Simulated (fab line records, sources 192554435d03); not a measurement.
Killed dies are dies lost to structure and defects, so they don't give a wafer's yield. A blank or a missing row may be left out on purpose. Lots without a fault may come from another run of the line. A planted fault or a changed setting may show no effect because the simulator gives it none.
fab line records | flow n5_finfet
record lots=7 wafers=21
route steps=1938 shown ZERO_LAYER@4 PMOS_HMC_CHANNEL_EPI@69 FIN_SAQP@100 SD_EPI_N@288 SD_EPI_P@297 SD_ACTIVATION@330 SDB@353 HKMG_FIN@428 GATE_CUT@510 MOL_CONTACT_COAG@559
start_h: hours from the record's first day to the start of the lot's first wafer shown | wait_h: hours since the lot's step before | " the same as in the row above | L1.1+2: a row that stands for several wafers | - no value, or no start given | * or withheld: withheld | < > ~ a bound
route shown NAME@n: a module of which the file shows steps, and the number in the route of the first | usual: mean/standard deviation of fault-free wafers | same: alike in all rows | chamber/n: place in a boat | sites: the reading at each site | _std_site: their standard deviation | _edge_site: outer sites' mean less inner sites' | radius_mm: how far each site lies from the wafer's centre | mask NAME#n: copy n | behind: the tool/chamber that last shaped the wafer | hold: why the lot was held/for how many hours/how that ended | device: the transistor (n, p or np) that didn't switch | end of line: the same wafers' tests at the end of the route | a step without rows: its recipe alone | killed: dies lost to structure and defects at the first sort, not the wafer's yield | map: a wafer's dies, x killed, . not, _ none there
set.NAME: the setting as run; set.NAME@STEP: as run at that earlier step | model.NAME: the simulator's own value behind a step, which no gauge read
lots whose settings were changed on purpose; a table a step, a row a wafer
## steps
# step N5_ZERO_LAYER_PECVD_02
# recipe material=SiO2 target_thk_a=100 temp_c=400 precursor=SiH4/N2O pressure_torr=0.75 rf_w=275 time_s=6
# columns lot.wafer tool chamber start_h wait_h set.time_s model.SiO2_of_ZERO_LAYER_PECVD_02.thk_nm
L077.2 pecvd-04 1 30.29 0.0 6.415 10.62
L077.3 " 0 " " 6 9.804
L077.6 " 0 " " 6.415 10.71
L081.1 pecvd-03 1 54.28 0.0 6 9.898
L081.4 " 0 " " 6 10.17
L081.5 " 1 " " 6 10.11
L082.1 pecvd-01 1 60.28 0.0 6 9.896
L082.5 " 0 " " 6 9.888
L082.6 " 2 " " 6 9.959
L087.1 pecvd-04 2 90.29 0.0 6 10.05
L087.4 " 0 " " 5.728 9.833
L087.5 " 2 " " 5.728 9.765
L089.1 pecvd-03 2 102.28 0.0 6 10.09
L089.3 " 1 " " 6.544 10.78
L089.5 " 2 " " 6 10.1
L091.1 pecvd-04 2 114.28 0.0 6 9.913
L091.2 " 1 " " 6 10.05
L091.6 " 2 " " 6 10.1
L096.1 pecvd-04 1 144.28 0.0 5.357 8.91
L096.4 " 1 " " 5.357 9.211
L096.5 " 0 " " 6 9.965
# step N5_PMOS_HMC_CHANNEL_EPI_ETCH_32
# recipe chemistry=N2/H2 target=BARC stop_on=SiO2 target_depth_a=858 over_etch_frac=0.3 time_s=50.3 ion_energy_ev=200 mask_material=CAR-ArF-block pressure_mtorr=30 source_w=840 bias_w=150 n2_flow_sccm=200 h2_flow_sccm=200
# usual rf_vpp_V=524.5/2.6
# columns lot.wafer tool chamber start_h wait_h set.bias_w rf_vpp_V
L077.2 rie_diel-02 1 35.66 0.0 176.4 577.3
L077.3 " 3 " " 150 522.1
L077.6 " 3 " " 150 520.5
L081.1 rie_diel-05 3 60.02 0.0 150 524.2
L081.4 " 1 " " 150 528.5
L081.5 " 1 " " 150 528.6
L082.1 rie_diel-02 3 65.07 0.0 159.1 540.9
L082.5 " 3 " " 150 519.9
L082.6 " 0 " " 159.1 546.1
L087.1 rie_diel-03 0 95.19 0.0 150 525.6
L087.4 " 2 " " 150 526.4
L087.5 " 0 " " 140.6 504.1
L089.1 rie_diel-03 2 107.31 0.0 150 526.2
L089.3 " 0 " " 138.5 499.5
L089.5 " 2 " " 138.5 499.8
L091.1 rie_diel-05 3 120.18 0.0 168.1 565.9
L091.2 " 2 " " 168.1 559.2
L091.6 " 0 " " 150 523.2
L096.1 rie_diel-02 2 149.83 0.0 150 526.5
L096.4 " 1 " " 134.6 486.0
L096.5 " 1 " " 150 520.4
# step N5_FIN_SAQP_PECVD_06
# recipe material=a-Si target_thk_a=600 temp_c=400 precursor=SiH4/He pressure_torr=3 rf_w=100 time_s=48.1
# columns lot.wafer tool chamber start_h wait_h set.time_s model.a-Si_of_FIN_SAQP_PECVD_06.thk_nm
L077.2 pecvd-02 2 39.23 0.0 48.1 59.66
L077.3 " 1 " " 50.31 61.31
L077.6 " 1 " " 48.1 59.47
L081.1 pecvd-04 0 63.58 0.0 48.1 59.94
L081.4 " 0 " " 48.1 60.65
L081.5 " 2 " " 48.1 59.57
L082.1 pecvd-02 2 68.78 0.0 48.1 58.95
L082.5 " 2 " " 48.1 59.31
L082.6 " 0 " " 51.85 63.52
L087.1 pecvd-04 0 100.50 0.0 48.1 60.07
L087.4 " 2 " " 44.51 55.24
L087.5 " 0 " " 48.1 61.19
L089.1 pecvd-01 1 111.50 0.0 45.93 55.87
L089.3 " 2 " " 48.1 58.54
L089.5 " 1 " " 45.93 56.21
L091.1 pecvd-02 2 124.04 0.0 55.13 68.19
L091.2 " 1 " " 55.13 67.81
L091.6 " 2 " " 48.1 60.36
L096.1 pecvd-04 2 153.92 0.0 48.1 58.52
L096.4 " 2 " " 48.1 60.14
L096.5 " 1 " " 45.95 58.48
# step N5_FIN_SAQP_THK_MEAS_07
# usual thk_nm=59.6/0.87
# columns lot.wafer tool chamber start_h wait_h set.time_s@FIN_SAQP_PECVD_06 thk_nm
L077.2 film_metro-01 - 39.32 0.1 48.1 59.7
L077.3 " - " " 50.31 61.3
L077.6 " - " " 48.1 59.5
L081.1 film_metro-02 - 63.67 0.1 48.1 59.9
L081.4 " - " " 48.1 60.6
L081.5 " - " " 48.1 59.6
L082.1 film_metro-02 - 68.87 0.1 48.1 59.0
L082.5 " - " " 48.1 59.3
L082.6 " - " " 51.85 63.5
L087.1 film_metro-02 - 100.59 0.1 48.1 60.1
L087.4 " - " " 44.51 55.2
L087.5 " - " " 48.1 61.2
L089.1 film_metro-02 - 111.59 0.1 45.93 55.8
L089.3 " - " " 48.1 58.6
L089.5 " - " " 45.93 56.2
L091.1 film_metro-01 - 124.12 0.1 55.13 68.2
L091.2 " - " " 55.13 67.8
L091.6 " - " " 48.1 60.4
L096.1 film_metro-02 - 154.01 0.1 48.1 58.5
L096.4 " - " " 48.1 60.1
L096.5 " - " " 45.95 58.5
# step N5_FIN_SAQP_PEB_14
# recipe peb_temp_c=withheld peb_time_s=60 resist=CAR-ArF
# columns lot.wafer tool chamber start_h wait_h set.peb_time_s
L077.2+3 litho_track-04 0 39.73 0.0 55.46
L077.6 " 0 " " 60
L081.1+4+5 litho_track-04 0 64.09 0.1 60
L082.1+6 litho_track-04 0 69.16 0.1 60
L082.5 " 0 " " 54.65
L087.1+5 litho_track-03 0 100.90 0.1 60
L087.4 " 0 " " 72.25
L089.1+3 litho_track-03 0 112.00 0.1 60
L089.5 " 0 " " 55.85
L091.1+6 litho_track-02 0 124.42 0.1 60
L091.2 " 0 " " 53.38
L096.1 litho_track-03 0 154.43 0.1 68.71
L096.4+5 " 0 " " 60
# step N5_FIN_SAQP_DEVELOP_15
# recipe develop_time_s=30 developer=TMAH resist=CAR-ArF dev_temp_c=23 rinse_liquid=diw dry=air_spin
# step N5_FIN_SAQP_HM_OPEN_73
# recipe chemistry=CHF3/O2 target=SiO2 stop_on=a-Si target_depth_a=120 over_etch_frac=1.8 mask_material=SOC time_s=16.8 pressure_mtorr=30 source_w=650 bias_w=170 Ar_flow_sccm=200 CHF3_flow_sccm=50 O2_flow_sccm=5 ion_energy_ev=200 ends=end_point
# step N5_FIN_SAQP_STRIP_74
# recipe chemistry=CHF3/O2 resist=SiARC rf_frequency_hz=6e+07
# step N5_FIN_SAQP_MANDREL_ETCH_22
# recipe target_depth_a=600 chemistry=HBr/Cl2 target=a-Si stop_on=SiNx bt_time_s=10 over_etch_frac=0.5 time_s=30 pressure_mtorr=10 icp_w=800 bias_w=75 HBr_flow_sccm=150 Cl2_flow_sccm=80 ends=end_point
# columns lot.wafer tool chamber start_h wait_h set.time_s@FIN_SAQP_PECVD_06 model.etch.depth_nm
L077.2 rie_si-01 2 40.58 0.0 48.1 59.66
L077.3 " 1 " " 50.31 61.31
L077.6 " 1 " " 48.1 59.47
L081.1 rie_si-05 0 64.54 0.0 48.1 59.94
L081.4 " 2 " " 48.1 60.59
L081.5 " 1 " " 48.1 59.57
L082.1 rie_si-01 2 70.06 0.0 48.1 58.95
L082.5 " 3 " " 48.1 59.31
L082.6 " 2 " " 51.85 63.51
L087.1 rie_si-01 0 101.39 0.0 48.1 60.07
L087.4 " 1 " " 44.51 55.18
L087.5 " 3 " " 48.1 61.19
L089.1 rie_si-05 0 112.45 0.0 45.93 55.8
L089.3 " 2 " " 48.1 58.51
L089.5 " 2 " " 45.93 56.21
L091.1 rie_si-05 2 124.91 0.0 55.13 68.14
L091.2 " 3 " " 55.13 67.81
L091.6 " 0 " " 48.1 60.36
L096.1 rie_si-02 0 154.88 0.0 48.1 58.52
L096.4 " 3 " " 48.1 60.14
L096.5 " 1 " " 45.95 58.48
# step N5_SD_EPI_N_EPI_21
# recipe material=Si:P dopant=P temp_c=680 pressure_torr=255 time_s=690
# columns lot.wafer tool chamber start_h wait_h set.temp_c model.Si-P_of_SD_EPI_N_EPI_21.thk_nm
L077.2 epi_rpcvd-02 0 68.65 0.4 677.8 57.6
L077.3 " 0 " " 680 59.6
L077.6 " 0 " " 680 60
L081.1+5 epi_rpcvd-03 0 92.65 0.1 680 59
L081.4 " 0 " " 680 59.4
L082.1 epi_rpcvd-03 0 100.47 0.2 680 59
L082.5 " 0 101.96 1.5 680 59.2
L082.6 " 0 " " 681.4 60.2
L087.1 epi_rpcvd-02 0 134.34 0.2 683 61.6
L087.4 " 0 135.46 1.2 680 59.2
L087.5 " 0 " " 680 59
L089.1 epi_rpcvd-03 0 146.06 0.1 680 57.8
L089.3 " 0 " " 680 58
L089.5 " 0 " " 680 57.6
L091.1 epi_rpcvd-02 0 157.79 0.2 680 59.4
L091.2 " 0 " " 680 58.2
L091.6 " 0 159.66 1.9 680 58.6
L096.1 epi_rpcvd-03 0 182.84 0.2 680 59
L096.4 " 0 183.96 1.2 680 58.8
L096.5 " 0 " " 684.6 63.6
# step N5_SD_EPI_P_COAT_03
# recipe resist=CAR-ArF-block spin_rpm=1500 resist_thk_nm=150
# columns lot.wafer tool chamber start_h wait_h set.spin_rpm model.CAR-ArF-block_of_SD_EPI_P_COAT_03.thk_nm
L077.2 litho_track-04 0 - - 1500 150
L077.3 " 0 " " 1375 156.4
L077.6 " 0 " " 1500 149.6
L081.1+4 litho_track-01 0 - - 1500 150.4
L081.5 " 0 " " 1500 150.2
L082.1 litho_track-04 0 - - 1337 159.6
L082.5 " 0 " " 1500 150.2
L082.6 " 0 " " 1337 159.2
L087.1+5 litho_track-01 0 - - 1446 152.8
L087.4 " 0 " " 1500 150
L089.1 litho_track-01 0 - - 1500 150
L089.3 " 0 " " 1500 149.4
L089.5 " 0 " " 1500 149.8
L091.1+2 litho_track-01 0 - - 1543 148.2
L091.6 " 0 " " 1500 150.2
L096.1 litho_track-04 0 - - 1337 159.2
L096.4 " 0 " " 1337 159
L096.5 " 0 " " 1500 150.2
# step N5_SD_EPI_P_EBR_05
# recipe solvent=PGMEA ebr_width_mm=1.5
# step N5_SD_EPI_P_SOFTBAKE_04
# recipe temp_c=110 time_s=60 resist=CAR-ArF-block
# step N5_SD_EPI_P_EXPOSE_06
# recipe mask_id=SD_P_BLK na=1.35 source_shape=conventional sigma_outer=0.8 polarization=unpolarized target_cd_nm=240 dose_mj=39.5
# step N5_SD_EPI_P_PEB_07
# recipe peb_temp_c=110 peb_time_s=60 resist=CAR-ArF-block
# step N5_SD_EPI_P_DEVELOP_08
# recipe develop_time_s=30 developer=TMAH resist=CAR-ArF-block dev_temp_c=23 rinse_liquid=diw dry=air_spin
# columns lot.wafer tool chamber start_h wait_h set.spin_rpm@SD_EPI_P_COAT_03 model.CAR-ArF-block_of_SD_EPI_P_COAT_03.thk_nm
L077.2 litho_track-04 0 - - 1500 148.4
L077.3 " 0 " " 1375 154.6
L077.6 " 0 " " 1500 147.8
L081.1+4 litho_track-01 0 - - 1500 148.6
L081.5 " 0 " " 1500 148.4
L082.1 litho_track-04 0 - - 1337 157.8
L082.5 " 0 " " 1500 148.4
L082.6 " 0 " " 1337 157.4
L087.1 litho_track-01 0 - - 1446 151
L087.4 " 0 " " 1500 148.4
L087.5 " 0 " " 1446 151.2
L089.1 litho_track-05 0 - - 1500 148.4
L089.3 " 0 " " 1500 147.6
L089.5 " 0 " " 1500 148
L091.1+2 litho_track-05 0 - - 1543 146.4
L091.6 " 0 " " 1500 148.4
L096.1 litho_track-04 0 - - 1337 157.4
L096.4 " 0 " " 1337 157.2
L096.5 " 0 " " 1500 148.6
# step N5_SD_ACTIVATION_RTA_00
# recipe temp_c=975 time_s=0 ambient=N2 idle_temp_c=600 ramp_up_c_per_s=150 ramp_down_c_per_s=60 cool_to_c=600
# step N5_SD_ACTIVATION_LSA_01
# recipe temp_c=1080 time_s=0.0008 ambient=N2
# step N5_SD_ACTIVATION_RS_MEAS_03
# recipe thk_meas_gauge=four-point-probe
# usual RS_SD_N=21.9/0.33 RS_SD_P=56.5/1.1
# columns lot.wafer tool chamber start_h wait_h set.temp_c@SD_EPI_N_EPI_21 RS_SD_N[ohm/sq] RS_SD_P[ohm/sq]
L077.2 film_metro-01 - 75.69 0.2 677.8 22.4 55.5
L077.3 " - " " 680 21.8 55.0
L077.6 " - " " 680 21.5 54.9
L081.1 film_metro-02 - 101.52 0.2 680 21.7 56.0
L081.4 " - " " 680 21.7 56.1
L081.5 " - " " 680 21.9 55.7
L082.1 film_metro-01 - 108.78 0.2 680 21.8 55.8
L082.5 " - " " 680 21.6 54.9
L082.6 " - " " 681.4 21.4 55.5
L087.1 film_metro-01 - 141.82 0.2 683 20.7 56.6
L087.4 " - " " 680 21.4 56.6
L087.5 " - " " 680 21.9 57.0
L089.1 film_metro-01 - 153.76 0.2 680 22.6 57.3
L089.3 " - " " 680 22.4 57.1
L089.5 " - " " 680 22.5 55.7
L091.1 film_metro-01 - 165.21 0.2 680 21.9 56.7
L091.2 " - " " 680 22.2 56.6
L091.6 " - " " 680 22.0 57.2
L096.1 film_metro-01 - 191.04 0.2 680 22.1 56.1
L096.4 " - " " 680 21.9 55.9
L096.5 " - " " 684.6 20.5 55.5
# step N5_SDB_EXPOSE_08
# recipe mask_id=SDB na=1.35 source_shape=conventional sigma_outer=0.5 polarization=unpolarized dose_mj=49.6
# columns lot.wafer tool chamber start_h wait_h mask set.dose_mj
L077.2+3 arfi_scanner-03 0 83.53 - SDB#0 49.6
L077.6 " 0 " " SDB#0 47.03
L081.1+4+5 arfi_scanner-02 0 109.43 - SDB#0 49.6
L082.1+5 arfi_scanner-01 0 115.81 - SDB#0 49.6
L082.6 " 0 " " SDB#0 46.48
L087.1+4 arfi_scanner-03 0 149.81 - SDB#0 47.93
L087.5 " 0 " " SDB#0 49.6
L089.1+3 arfi_scanner-01 0 160.68 - SDB#0 49.6
L089.5 " 0 " " SDB#0 53
L091.1+6 arfi_scanner-01 0 172.83 - SDB#0 49.6
L091.2 " 0 " " SDB#0 47.81
L096.1+5 arfi_scanner-03 0 198.33 - SDB#0 49.6
L096.4 " 0 " " SDB#0 47.6
# step N5_SDB_PEB_09
# recipe peb_temp_c=withheld peb_time_s=60 resist=CAR-ArF
# step N5_SDB_DEVELOP_10
# recipe develop_time_s=30 developer=TMAH resist=CAR-ArF rinse_liquid=diw dry=air_spin dev_temp_c=23
# step N5_SDB_CD_MEAS_11
# recipe target_cd_nm=50 landing_energy_ev=500 detector=se_inlens polarity=opening
# usual cd_nm=50.3/1
# columns lot.wafer tool chamber start_h wait_h set.dose_mj@SDB_EXPOSE_08 cd_nm
L077.2 cd_sem-03 0 83.65 - 49.6 51.3
L077.3 " 0 " " 49.6 51.0
L077.6 " 0 " " 47.03 44.8
L081.1 cd_sem-03 0 109.56 - 49.6 50.4
L081.4 " 0 " " 49.6 50.7
L081.5 " 0 " " 49.6 51.0
L082.1 cd_sem-02 0 115.94 - 49.6 49.6
L082.5 " 0 " " 49.6 50.1
L082.6 " 0 " " 46.48 43.8
L087.1 cd_sem-03 0 149.93 - 47.93 47.1
L087.4 " 0 " " 47.93 46.8
L087.5 " 0 " " 49.6 48.9
L089.1 cd_sem-03 0 160.80 - 49.6 50.2
L089.3 " 0 " " 49.6 51.4
L089.5 " 0 " " 53 57.2
L091.1 cd_sem-01 0 172.95 - 49.6 50.0
L091.2 " 0 " " 47.81 46.7
L091.6 " 0 " " 49.6 52.2
L096.1 cd_sem-03 0 198.46 - 49.6 50.2
L096.4 " 0 " " 47.6 43.8
L096.5 " 0 " " 49.6 48.9
# step N5_HKMG_FIN_PEB_10
# recipe peb_temp_c=withheld peb_time_s=60 resist=CAR-ArF
# columns lot.wafer tool chamber start_h wait_h set.peb_time_s
L077.2+6 litho_track-05 0 92.52 0.0 60
L077.3 " 0 " " 47.71
L081.1+4+5 litho_track-01 0 119.10 0.1 60
L082.1 litho_track-01 0 126.56 0.1 51.67
L082.5+6 " 0 " " 60
L087.1+4 litho_track-01 0 159.50 0.1 60
L087.5 " 0 " " 54.97
L089.1+5 litho_track-01 0 169.96 0.1 60
L089.3 " 0 " " 50.52
L091.1 litho_track-05 0 181.97 0.1 53.91
L091.2+6 " 0 " " 60
L096.1+5 litho_track-01 0 207.64 0.1 55.86
L096.4 " 0 " " 60
# step N5_HKMG_FIN_DEVELOP_11
# recipe develop_time_s=30 developer=TMAH resist=CAR-ArF dev_temp_c=23 rinse_liquid=diw dry=air_spin
# columns lot.wafer tool chamber start_h wait_h set.develop_time_s
L077.2+3 litho_track-05 0 - - 35.63
L077.6 " 0 " " 30
L081.1+4+5 litho_track-01 0 - - 30
L082.1+5+6 litho_track-01 0 - - 30
L087.1+4+5 litho_track-01 0 - - 30
L089.1+3+5 litho_track-01 0 - - 30
L091.1+2 litho_track-05 0 - - 30
L091.6 " 0 " " 34.24
L096.1 litho_track-01 0 - - 30
L096.4+5 " 0 " " 34.46
# step N5_HKMG_FIN_CD_MEAS_12
# recipe target_cd_nm=92.8 landing_energy_ev=500 detector=se_inlens
# usual cd_nm=93.0/0.68
# columns lot.wafer tool chamber start_h wait_h set.peb_time_s@HKMG_FIN_PEB_10 cd_nm
L077.2 cd_sem-01 0 92.58 - 60 94.0
L077.3 " 0 " " 47.71 86.7
L077.6 " 0 " " 60 92.9
L081.1 cd_sem-01 0 119.16 - 60 93.6
L081.4 " 0 " " 60 93.9
L081.5 " 0 " " 60 93.8
L082.1 cd_sem-01 0 126.62 - 51.67 89.1
L082.5 " 0 " " 60 94.6
L082.6 " 0 " " 60 93.7
L087.1 cd_sem-01 0 159.56 - 60 92.6
L087.4 " 0 " " 60 93.3
L087.5 " 0 " " 54.97 89.8
L089.1 cd_sem-01 0 170.03 - 60 93.2
L089.3 " 0 " " 50.52 87.4
L089.5 " 0 " " 60 93.0
L091.1 cd_sem-03 0 182.04 - 53.91 89.1
L091.2 " 0 " " 60 93.1
L091.6 " 0 " " 60 94.7
L096.1 cd_sem-03 0 207.71 - 55.86 90.6
L096.4 " 0 " " 60 93.3
L096.5 " 0 " " 55.86 91.7
# step N5_GATE_CUT_ALD_22
# recipe material=SiNx target_thk_a=160 temp_c=400 ald_precursor_family=SiH2I2 ald_co_reactant=N2/H2-plasma pulse_time_s=1 ald_cycles=320 purge_time_s=2 co_reactant_purge_time_s=2 pressure_torr=2
# columns lot.wafer tool chamber start_h wait_h set.ald_cycles model.SiNx_of_GATE_CUT_ALD_22.thk_nm
L077.2+3+6 ald_sin-01 0,1,0 103.66 0.0 320 16
L081.1+5 ald_sin-04 1,0 128.92 0.0 320 16
L081.4 " 0 " " 320 16.2
L082.1+6 ald_sin-04 2,3 135.88 0.0 320 16
L082.5 " 2 " " 307 15.2
L087.1 ald_sin-01 3 168.81 0.0 282 14
L087.4+5 " 1,3 " " 320 16
L089.1+3 ald_sin-04 3,0 180.55 1.0 320 16
L089.5 " 2 " " 274 13.6
L091.1+6 ald_sin-01 1,3 192.72 0.7 270 13.4
L091.2 " 3 " " 320 16
L096.1 ald_sin-04 0 216.88 0.0 320 16
L096.4+5 " 2 " " 275 13.8
# step N5_MOL_CONTACT_COAG_ALD_27
# recipe material=SiOC target_thk_a=170 temp_c=400 ald_precursor_family=carbosiloxane ald_co_reactant=H2-plasma pulse_time_s=1.5 time_s=2720 purge_time_s=2 co_reactant_purge_time_s=2 ald_cycles=340 pressure_torr=2
# columns lot.wafer tool chamber start_h wait_h set.ald_cycles model.SiOC_of_MOL_CONTACT_COAG_ALD_27.thk_nm
L077.2 ald_sin-01 3 113.33 0.0 393 19.6
L077.3+6 " 2,1 " " 340 17
L081.1+4 ald_sin-04 2,3 137.89 0.0 340 17
L081.5 " 1 " " 340 16.8
L082.1 ald_sin-04 1 147.15 0.0 340 16.8
L082.5 " 3 " " 340 17
L082.6 " 2 " " 395 19.6
L087.1+5 ald_sin-01 1,2 178.94 0.4 305 15.4
L087.4 " 0 " " 305 15.2
L089.1+3+5 ald_sin-01 1 190.41 0.2 340 17
L091.1+2 ald_sin-03 1,0 202.85 0.0 340 17
L091.6 " 3 " " 374 18.8
L096.1 ald_sin-01 3 226.49 0.0 369 18.4
L096.4 " 2 " " 340 17.2
L096.5 " 0 " " 340 17
## key
split step=N5_ZERO_LAYER_PECVD_02 setting=time_s stated=6 by=wafer
response step=N5_ZERO_LAYER_PECVD_02 reading=model.SiO2_of_ZERO_LAYER_PECVD_02.thk_nm change=+0.0868 per=1% r=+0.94
split step=N5_PMOS_HMC_CHANNEL_EPI_ETCH_32 setting=bias_w stated=150 by=wafer
response step=N5_PMOS_HMC_CHANNEL_EPI_ETCH_32 reading=rf_vpp_V change=+3.34 per=1% r=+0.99
split step=N5_FIN_SAQP_PECVD_06 setting=time_s stated=48.1 by=wafer
response step=N5_FIN_SAQP_PECVD_06 reading=model.a-Si_of_FIN_SAQP_PECVD_06.thk_nm change=+0.535 per=1% r=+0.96
response step=N5_FIN_SAQP_THK_MEAS_07 reading=thk_nm change=* per=1% r=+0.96
response step=N5_FIN_SAQP_MANDREL_ETCH_22 reading=model.etch.depth_nm change=+0.535 per=1% r=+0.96
split step=N5_FIN_SAQP_PEB_14 setting=peb_time_s stated=60 by=wafer
response none clear
split step=N5_SD_EPI_N_EPI_21 setting=temp_c stated=680 by=wafer
response step=N5_SD_EPI_N_EPI_21 reading=model.Si-P_of_SD_EPI_N_EPI_21.thk_nm change=+6.53 per=1% r=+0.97
response step=N5_SD_ACTIVATION_RS_MEAS_03 reading=RS_SD_N change=-2.18 per=1% r=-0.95
split step=N5_SD_EPI_P_COAT_03 setting=spin_rpm stated=1500 by=wafer
response step=N5_SD_EPI_P_COAT_03 reading=model.CAR-ArF-block_of_SD_EPI_P_COAT_03.thk_nm change=-0.819 per=1% r=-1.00
response step=N5_SD_EPI_P_DEVELOP_08 reading=model.CAR-ArF-block_of_SD_EPI_P_COAT_03.thk_nm change=-0.808 per=1% r=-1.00
split step=N5_SDB_EXPOSE_08 setting=dose_mj stated=49.6 by=wafer
response step=N5_SDB_CD_MEAS_11 reading=cd_nm change=+1.04 per=1% r=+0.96
split step=N5_HKMG_FIN_PEB_10 setting=peb_time_s stated=60 by=wafer
response step=N5_HKMG_FIN_CD_MEAS_12 reading=cd_nm change=+0.36 per=1% r=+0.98
split step=N5_HKMG_FIN_DEVELOP_11 setting=develop_time_s stated=30 by=wafer
response none clear
split step=N5_GATE_CUT_ALD_22 setting=ald_cycles stated=320 by=wafer
response step=N5_GATE_CUT_ALD_22 reading=model.SiNx_of_GATE_CUT_ALD_22.thk_nm change=+0.165 per=1% r=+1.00
split step=N5_MOL_CONTACT_COAG_ALD_27 setting=ald_cycles stated=340 by=wafer
response step=N5_MOL_CONTACT_COAG_ALD_27 reading=model.SiOC_of_MOL_CONTACT_COAG_ALD_27.thk_nm change=+0.167 per=1% r=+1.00
